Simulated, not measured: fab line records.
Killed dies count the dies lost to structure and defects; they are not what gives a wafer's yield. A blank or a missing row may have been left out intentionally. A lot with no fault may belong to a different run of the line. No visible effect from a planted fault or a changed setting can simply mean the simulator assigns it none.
fab line records	flow nand_harc
[record] lots = 12	wafers = 36	last_day = 33
route steps=1302 shown A_ZERO_WELL@404 A_ONON_D1@430 END@1302
lots that met no fault: taken from a fault-free run of the same line
start_h: hours from the record's opening day to when the first of the lot's shown wafers began	wait_h: how many hours have passed since the lot's step before this one	" as in the row above	L1.1+2: a row that stands for several wafers	- no value present, or no start provided	* or withheld: withheld	< > ~ a bound
route shown NAME@n: NAME is a module with steps in the file, n the number in the route of the first one	usual: mean/standard deviation of fault-free wafers	same: alike in all rows	chamber/n: place in a boat	sites: each site's reading	_std_site: the values' standard deviation	_edge_site: the outer-site mean with the inner-site mean subtracted	radius_mm: how far each site lies from the wafer's centre	mask NAME#n: copy n	behind: the last tool/chamber to shape the wafer	hold: why the lot was held/for how many hours/how that ended	device: which transistor (n, p or np) failed to switch	end of line: the same wafers' tests at the end of the route	where a step has no rows: the recipe by itself	killed: not the wafer's yield, but the dies lost to structure and defects at the first sort	map: per-die view of a wafer (x killed, . not killed, _ where there is no die)
set.NAME: setting as actually run; set.NAME@STEP: the setting as run at that earlier step	model.NAME: the simulator's own value behind a step, which no gauge read
one table for each step of the route and one row for each wafer, over a sample of lots
services: when a tool's chamber went out of use (start_h, in hours from the record's first day, below 0 if earlier), for how many hours, and the reason
[[steps]]
[step NHARC_A_ZERO_WELL_ETCH_19]
[recipe] target_depth_a = 800	overetch_a = 240	time_s = 87.88	ion_energy_ev = 200	n2_flow_sccm = 150	h2_flow_sccm = 150	ar_flow_sccm = 0	rf_w = 400	bias_w = 150	chemistry = N2/H2
[usual] bias_w = 150.0/0.47	drypump_motor_current_A = 5.8/0.49	oes_product_au = 0.999/0.0078	rf_fwd_power_W = 397.3/1.3	rf_vpp_V = 431.3/2.3	showerhead_plenum_p_Torr = 2.08/0.08	throttle_valve_pct = 14.172/0.0075
lot.wafer	tool	chamber	start_h	wait_h	bias_w	drypump_motor_current_A	oes_product_au	rf_fwd_power_W	rf_hours_counter_h	rf_vpp_V	showerhead_plenum_p_Torr	throttle_valve_pct
L545.1	rie_diel-07	1	160.03	0.1	149.8	5.9	1.003	399.9	1	433.5	2.19	14.176
L545.2	"	2	"	"	149.6	5.9	1.000	396.6	1	430.7	2.09	14.173
L545.3	"	0	"	"	149.7	4.8	0.991	397.7	1	431.2	2.05	14.171
L548.1	rie_diel-07	1	186.43	0.1	149.7	6.0	1.006	395.6	2	434.4	2.19	14.171
L548.3	"	2	"	"	151.1	5.9	1.000	396.9	2	431.8	2.09	14.171
L548.4	"	2	"	"	150.5	5.9	0.996	396.1	-	433.8	2.09	14.180
L549.1	rie_diel-11	0	200.85	0.1	149.1	5.2	0.993	396.8	16	432.9	2.14	14.177
L549.3	"	1	"	"	150.3	5.5	0.989	398.7	16	431.2	2.08	14.168
L549.5	"	1	"	"	150.2	5.5	0.997	398.1	-	432.1	2.08	14.162
L552.2	rie_diel-11	3	230.37	0.1	150.5	6.6	1.001	395.4	19	428.5	1.93	14.184
L552.4	"	0	"	"	151.0	5.2	0.995	395.7	20	432.9	2.14	14.183
L552.3	"	2	"	"	150.2	5.5	1.012	400.7	20	431.3	2.09	14.174
L553.1	rie_diel-07	2	249.94	0.1	149.9	5.9	1.002	397.0	3	432.7	2.09	14.170
L553.6	"	3	"	"	150.1	6.1	1.005	398.2	-	428.5	1.97	14.168
L553.5	"	0	"	"	150.0	4.8	1.000	398.1	-	429.6	2.05	14.186
L555.3	rie_diel-03	3	261.45	0.1	149.8	6.2	1.008	397.2	49	434.2	2.20	14.171
L555.4	"	1	"	"	149.9	5.6	1.005	398.9	46	432.2	2.13	14.173
L555.6	"	3	"	"	149.9	6.2	0.997	397.5	-	435.0	2.20	14.172
L560.2	rie_diel-07	0	306.10	0.1	149.5	4.8	1.002	398.6	0	430.5	2.05	14.163
L560.5	"	3	"	"	149.7	6.1	0.991	397.4	-	428.7	1.97	14.165
L560.6	"	0	"	"	150.1	4.8	1.017	396.8	-	428.9	2.05	14.167
L561.2	rie_diel-03	1	314.55	0.1	150.5	5.6	0.989	399.9	7	432.5	2.13	14.175
L561.4	"	1	"	"	150.5	5.6	0.990	399.1	-	431.2	2.13	14.164
L561.5	"	2	"	"	149.5	6.4	0.992	395.8	-	428.0	1.96	14.166
L562.1	rie_diel-07	3	325.95	0.1	150.0	6.1	1.000	399.3	1	428.6	1.97	14.180
L562.2	"	2	"	"	149.4	5.9	1.002	397.5	1	431.4	2.08	14.184
L562.5	"	3	"	"	148.8	6.0	0.995	398.2	-	428.6	1.97	14.171
L564.4	rie_diel-07	1	345.59	0.1	150.5	6.0	0.996	396.5	1	433.3	2.18	14.179
L564.5	"	2	"	"	150.0	6.0	0.985	398.5	-	431.3	2.08	14.159
L564.6	"	3	"	"	149.9	6.1	0.994	398.1	-	427.6	1.97	14.165
L565.1	rie_diel-07	3	358.14	0.1	149.6	6.1	0.987	397.0	1	428.1	1.97	14.171
L565.2	"	0	"	"	150.2	4.8	1.002	397.2	1	430.8	2.05	14.173
L565.4	"	1	"	"	150.0	5.9	1.006	395.9	1	435.2	2.18	14.176
L566.1	rie_diel-07	0	367.92	0.1	150.5	4.8	0.991	398.9	2	431.1	2.05	14.174
L566.3	"	2	"	"	149.7	6.0	1.002	397.7	2	431.4	2.08	14.166
L566.5	"	1	"	"	149.9	6.0	0.991	397.1	-	434.1	2.18	14.185
[step NHARC_A_ONON_D1_DEP_09]
[recipe] target_thk_a = 10000	n2_flow_sccm = 2750	n2o_flow_sccm = 2000	nh3_flow_sccm = 500	sih4_flow_sccm = 210	temp_c = 400
lot.wafer	tool	chamber	start_h	wait_h
L545.1+2+3	pecvd_onon-03	0	185.31	0.1
L548.1+3+4	pecvd_onon-04	0	209.55	0.1
L549.1+3+5	pecvd_onon-03	0	225.83	0.1
L552.2+3+4	pecvd_onon-02	0	251.74	0.1
L553.1+5+6	pecvd_onon-03	0	272.95	0.1
L555.3+4+6	pecvd_onon-03	0	281.95	0.2
L560.2+5+6	pecvd_onon-03	0	327.73	0.1
L561.2+4+5	pecvd_onon-03	0	340.69	0.1
L562.1+2+5	pecvd_onon-04	0	349.48	0.1
L564.4+5+6	pecvd_onon-04	0	365.76	0.2
L565.1+2+4	pecvd_onon-02	0	381.32	0.1
L566.1+3+5	pecvd_onon-02	0	393.75	0.1
[step NHARC_A_ONON_D1_THK_MEAS_11]
[recipe] thk_meas_gauge = ellipsometry
[usual] thk_nm = 994/14
lot.wafer	tool	chamber	start_h	wait_h	thk_nm
L545.1	film_metro-01	-	185.81	-	980
L545.2	"	-	"	"	980
L545.3	"	-	"	"	980
L548.1	film_metro-01	-	210.06	-	963
L548.3	"	-	"	"	962
L548.4	"	-	"	"	962
L549.1	film_metro-01	-	226.34	-	991
L549.3	"	-	"	"	990
L549.5	"	-	"	"	991
L552.2	film_metro-01	-	252.19	-	1005
L552.3	"	-	"	"	1005
L552.4	"	-	"	"	1004
L553.1	film_metro-02	-	273.46	-	1001
L553.5	"	-	"	"	999
L553.6	"	-	"	"	998
L555.3	film_metro-02	-	282.34	-	981
L555.4	"	-	"	"	981
L555.6	"	-	"	"	981
L560.2	film_metro-01	-	328.18	-	1673
L560.5	"	-	"	"	1673
L560.6	"	-	"	"	1672
L561.2	film_metro-01	-	341.14	-	1632
L561.4	"	-	"	"	1634
L561.5	"	-	"	"	1632
L562.1	film_metro-02	-	350.00	-	1010
L562.2	"	-	"	"	1011
L562.5	"	-	"	"	1009
L564.4	film_metro-01	-	366.10	-	998
L564.5	"	-	"	"	998
L564.6	"	-	"	"	999
L565.1	film_metro-01	-	381.83	-	995
L565.2	"	-	"	"	995
L565.4	"	-	"	"	994
L566.1	film_metro-02	-	394.26	-	997
L566.3	"	-	"	"	997
L566.5	"	-	"	"	999
[step NHARC_A_ONON_D1_DEP_33]
[recipe] target_thk_a = 2000	temp_c = 400	pressure_torr = 6.5	rf_w = 900	teos_flow_sccm = 161.4	flow_sccm = 2650	target_thk_nm = 200	gas = O2	material = SiO2
[usual] chamber_pressure_Torr = 6.498/0.014	heater_power_w = 520/86	mfc_precursor_sccm = 161.4/0.57	rf_fwd_power_W = 898.6/2.6	showerhead_vpp_V = 1838/60	throttle_valve_pct = 16.1/0.57
lot.wafer	tool	chamber	start_h	wait_h	chamber_pressure_Torr	heater_power_w	mfc_precursor_sccm	rf_fwd_power_W	showerhead_vpp_V	throttle_valve_pct
L545.2	pecvd-02	1	199.36	0.1	6.483	445	160.8	897.5	1846	16.2
L545.3	"	2	"	"	6.513	439	161.2	899.6	1922	16.0
L545.1	"	0	"	"	6.490	562	161.6	895.6	1732	16.1
L548.3	pecvd-01	0	222.79	0.1	6.497	492	162.2	899.5	1827	15.5
L548.1	"	1	"	"	6.524	683	161.1	891.9	1897	17.0
L548.4	"	2	"	"	6.497	496	161.0	899.7	1854	16.7
L549.1	pecvd-01	1	241.50	0.1	6.471	658	161.2	896.7	1901	16.8
L549.3	"	2	"	"	6.504	553	161.6	896.3	1787	16.8
L549.5	"	0	"	"	6.505	464	160.5	899.3	1829	15.5
L552.3	pecvd-03	0	263.87	0.1	6.504	536	161.2	900.5	1762	15.4
L552.2	"	2	"	"	6.496	400	161.7	895.6	1873	16.3
L552.4	"	0	"	"	6.502	401	160.5	900.9	1812	15.0
L553.1	pecvd-01	1	284.16	0.1	6.503	719	160.0	898.5	1851	17.2
L553.5	"	2	"	"	6.503	527	161.9	896.0	1849	17.1
L553.6	"	0	"	"	6.476	537	160.8	893.1	1815	15.8
L555.3	pecvd-01	0	292.95	0.1	6.517	430	160.8	898.3	1826	15.9
L555.4	"	1	"	"	6.499	705	161.3	902.1	1852	17.3
L555.6	"	2	"	"	6.506	563	160.4	901.6	1836	16.9
L560.2	pecvd-01	1	338.94	0.1	6.500	598	161.6	897.6	1857	17.0
L560.5	"	0	"	"	6.495	525	161.6	893.8	1869	15.4
L560.6	"	1	"	"	6.514	615	161.2	900.3	1863	17.1
L561.2	pecvd-01	0	353.85	0.1	6.518	509	160.9	899.7	1841	15.5
L561.4	"	0	"	"	6.497	518	160.9	897.6	1830	15.6
L561.5	"	2	"	"	6.497	579	161.3	903.9	1846	15.9
L562.1	pecvd-02	1	360.72	0.1	6.487	519	161.2	904.4	1846	16.0
L562.2	"	0	"	"	6.487	533	161.0	898.1	1723	16.2
L562.5	"	1	"	"	6.511	514	160.7	902.2	1864	15.9
L564.6	pecvd-01	2	377.24	0.2	6.483	573	161.5	900.2	1833	16.2
L564.4	"	0	"	"	6.513	521	161.8	900.8	1815	15.8
L564.5	"	1	"	"	6.463	667	161.7	898.3	1868	17.0
L565.1	pecvd-01	1	392.52	0.1	6.487	683	161.7	898.8	1840	17.3
L565.2	"	0	"	"	6.499	481	161.7	900.2	1828	15.4
L565.4	"	1	"	"	6.492	720	161.5	899.9	1881	17.0
L566.1	pecvd-02	2	405.66	0.1	6.471	394	161.1	897.0	1957	16.2
L566.3	"	0	"	"	6.515	537	161.8	901.0	1755	16.0
L566.5	"	2	"	"	6.484	415	160.7	895.7	1911	15.7
[step NHARC_END_SORT_01]
[recipe] temp_c = 25
[usual] killed_at_array = 59/19	killed_at_other = 0.6/0.85	killed_at_periphery = 3.8/2.5	killed_dies = 64/19	killed_open = 3.3/1.8	killed_short = 2.2/1.6
[same] gross_dies = 677
lot.wafer	tool	chamber	start_h	wait_h	killed_at_array	killed_at_other	killed_at_periphery	killed_dies	killed_open	killed_short
L555.4	prober-01	0	691.86	3.4	62	1	1	64	4	2
L560.2	prober-01	0	728.35	2.8	672	3	2	677	2	2
L560.5	prober-01	0	730.71	3.7	676	1	0	677	2	0
L560.6	prober-01	0	731.50	3.9	672	1	4	677	1	0
L561.2	prober-01	0	762.55	2.8	668	0	9	677	4	3
L561.4	prober-01	0	764.15	3.4	674	0	3	677	2	4
L561.5	prober-01	0	764.94	3.7	670	1	6	677	4	3
// killed by level:class
L555.4 A_SLIT:chamber_film_flake=35 A_CONTACT:chamber_film_flake=9 A_CHANNEL_HOLE_D1:chamber_film_flake=8 A_SGD_CUT:geometric_particle:open=2 A_ONON_D1:geometric_particle:open=1 A_CHANNEL_FILL_D1:geometric_particle:short=1 A_CHANNEL_HOLE_D2:geometric_particle:short=1 A_CONTACT:geometric_particle:open=1
L560.2 A_ONON_D1:area_dep=595 A_CHANNEL_HOLE_D1:chamber_film_flake=35 A_CHANNEL_HOLE_D2:chamber_film_flake=21 A_SGD_CUT:chamber_film_flake=6 A_STAIRCASE:chamber_film_flake=3 A_CONTACT:chamber_film_flake=3 THIN_TSV:chamber_film_flake=3 A_SLIT:chamber_film_flake=2
L560.5 A_ONON_D1:area_dep=604 A_CHANNEL_HOLE_D1:chamber_film_flake=29 A_CHANNEL_HOLE_D2:chamber_film_flake=19 A_SLIT:chamber_film_flake=6 A_WL_FILL:chamber_film_flake=5 A_SGD_CUT:chamber_film_flake=4 A_CONTACT:chamber_film_flake=3 A_STAIRCASE:chamber_film_flake=2
L560.6 A_ONON_D1:area_dep=601 A_CHANNEL_HOLE_D1:chamber_film_flake=25 A_CHANNEL_HOLE_D2:chamber_film_flake=22 P_ZERO_WELL:chamber_film_flake=4 A_SGD_CUT:chamber_film_flake=4 A_CONTACT:chamber_film_flake=4 A_CHANNEL_FILL_D2:chamber_film_flake=3 A_SLIT:chamber_film_flake=3
L561.2 A_ONON_D1:area_dep=612 A_SLIT:chamber_film_flake=27 A_CHANNEL_HOLE_D1:chamber_film_flake=18 A_ZERO_WELL:chamber_film_flake=3 P_STI:chamber_film_flake=2 P_GATE:chamber_film_flake=2 A_STAIRCASE:chamber_film_flake=2 P_CONTACT:geometric_particle:short=1
L561.4 A_ONON_D1:area_dep=601 A_SLIT:chamber_film_flake=33 A_CHANNEL_HOLE_D1:chamber_film_flake=24 P_GATE:chamber_film_flake=3 A_WL_FILL:chamber_film_flake=3 A_CONTACT:chamber_film_flake=3 A_ONON_D2:geometric_particle:short=2 A_DECK1_JOINT:chamber_film_flake=2
L561.5 A_ONON_D1:area_dep=597 A_SLIT:chamber_film_flake=36 A_CHANNEL_HOLE_D1:chamber_film_flake=22 A_CONTACT:chamber_film_flake=7 P_GATE:chamber_film_flake=4 P_M1:geometric_particle:open=1 A_ONON_D1:geometric_particle:open=1 A_CHANNEL_FILL_D1:geometric_particle:short=1
[[services]]
tool	chamber	start_h	hours	kind
rie_diel-07	3	184.65	4.8	repair
pecvd_onon-02	-	185.09	13.0	pm
pecvd_onon-03	-	186.71	2.8	repair
rie_diel-03	1	195.82	15.9	repair
rie_diel-03	3	197.77	4.1	repair
rie_diel-07	2	208.69	2.3	repair
pecvd-02	-	214.44	2.0	repair
pecvd-02	-	227.00	13.0	pm
pecvd_onon-03	-	227.00	13.0	pm
pecvd_onon-04	-	241.68	7.7	repair
rie_diel-03	0	244.83	3.6	repair
rie_diel-11	-	255.71	9.0	pm
pecvd-01	-	266.43	0.6	repair
rie_diel-03	0	279.80	36.7	repair
rie_diel-03	-	282.06	9.0	pm
pecvd-02	-	287.93	1.0	repair
rie_diel-11	3	303.54	6.8	repair
pecvd-01	-	311.21	13.0	pm
pecvd_onon-04	-	311.91	13.0	pm
rie_diel-03	3	312.32	4.8	repair
pecvd_onon-02	-	366.09	13.0	pm
rie_diel-03	0	373.60	1.3	repair
rie_diel-03	3	389.08	1.6	repair
rie_diel-07	0	391.09	1.3	repair
[[key]]
[first_sign] step = NHARC_A_ONON_D1_THK_MEAS_11	reading = thk_nm	direction = up	sigmas = 49	usual = 994	struck = 1653
[effect] step = NHARC_END_SORT_01	reading = killed_dies	direction = up	sigmas = 33	usual = 64	struck = 677
[more_kills_born_at] NHARC_A_ONON_D1_DEP_09@pecvd_onon-03 = 3610
met_at NHARC_A_ONON_D1_DEP_09
struck_lots L560,L561
struck_wafers L560.2,L560.5,L560.6,L561.2,L561.4,L561.5
later_rows_left_out L560.2,L560.5,L560.6,L561.2,L561.4,L561.5
tester_left_out L560,L561
not_acting_at NHARC_A_ZERO_WELL_ETCH_19,NHARC_A_ONON_D1_DEP_33
onset_between 281.95 327.73
[fault] kind = process_parameter_drift	tool = pecvd_onon-03	chamber = 0	onset_h = 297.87	steps = NHARC_A_ONON_D1_DEP_09	channel = target_thk_a	offset = *	shape = step	acts_in = *	stated = *
// tester_left_out: of these lots the tester's yield and bins aren't shown, on N5 and GAA mostly nor the transistor test; their killed dies are dies lost to structure and defects alone, not to doping, threshold or leakage, so they don't give the yield
// later_rows_left_out: the simulator's readings of these wafers behind a module that went badly wrong aren't trusted and aren't shown, but for the sort
